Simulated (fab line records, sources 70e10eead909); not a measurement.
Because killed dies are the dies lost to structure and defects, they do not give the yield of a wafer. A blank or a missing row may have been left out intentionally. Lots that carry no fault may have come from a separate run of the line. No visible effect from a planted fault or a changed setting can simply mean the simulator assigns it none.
Matching of chambers | flow nand harc | rie diel-12 running NHARC_P_ZERO_WELL_DESCUM_39: 4 sister chambers
The step chemistry O2, time 3 s. 8 wafers are shown with their chamber, then 8 later ones without.

WAFERS, EACH WITH ITS CHAMBER
wafer  | chamber | showerhead plenum p Torr (Torr) | drypump motor current A (A)
L085.4 | 0       | 1.96                            | 5.6
L086.1 | 1       | 1.84                            | 5.5
L086.2 | 2       | 1.77                            | 6.0
L086.6 | 3       | 1.96                            | 5.1
L089.2 | 2       | 1.77                            | 6.0
L089.3 | 3       | 1.95                            | 5.1
L089.6 | 1       | 1.84                            | 5.6
L091.1 | 0       | 1.96                            | 5.5

WAFERS MISSING THEIR CHAMBER
wafer  | showerhead plenum p Torr (Torr) | drypump motor current A (A)
L091.4 | 1.77                            | 6.0
L091.6 | 1.96                            | 5.5
L092.2 | 1.84                            | 5.6
L092.3 | 1.96                            | 5.6
L092.5 | 1.96                            | 5.6
L095.2 | 1.76                            | 6.0
L095.4 | 1.83                            | 5.6
L095.5 | 1.83                            | 5.5

WHICH CHAMBER EACH ONE RAN IN
wafer  | from the rows above | in truth
L091.4 | 2                   | 2
L091.6 | 0                   | 0
L092.2 | 1                   | 1
L092.3 | 0                   | 0
L092.5 | 0                   | 0
L095.2 | 2                   | 2
L095.4 | 1                   | 1
L095.5 | 1                   | 1
8 of 8 placed correctly. Can't be placed from these rows: 0. 0 placed wrongly.
How it was worked out, from the rows above alone: a wafer's distance from a chamber is the root of the sum, over the readings, of the square of ((its reading less the chamber's mean) divided by the reading's scatter). The wafer belongs to the nearest chamber; if the next one is less than 2 further off, it can't be placed. The mean given for a chamber averages the wafers shown for that chamber. The scatter: the root of (the sum of the squares of (reading less its chamber's mean) over the shown wafers, divided by (wafers less chambers)).
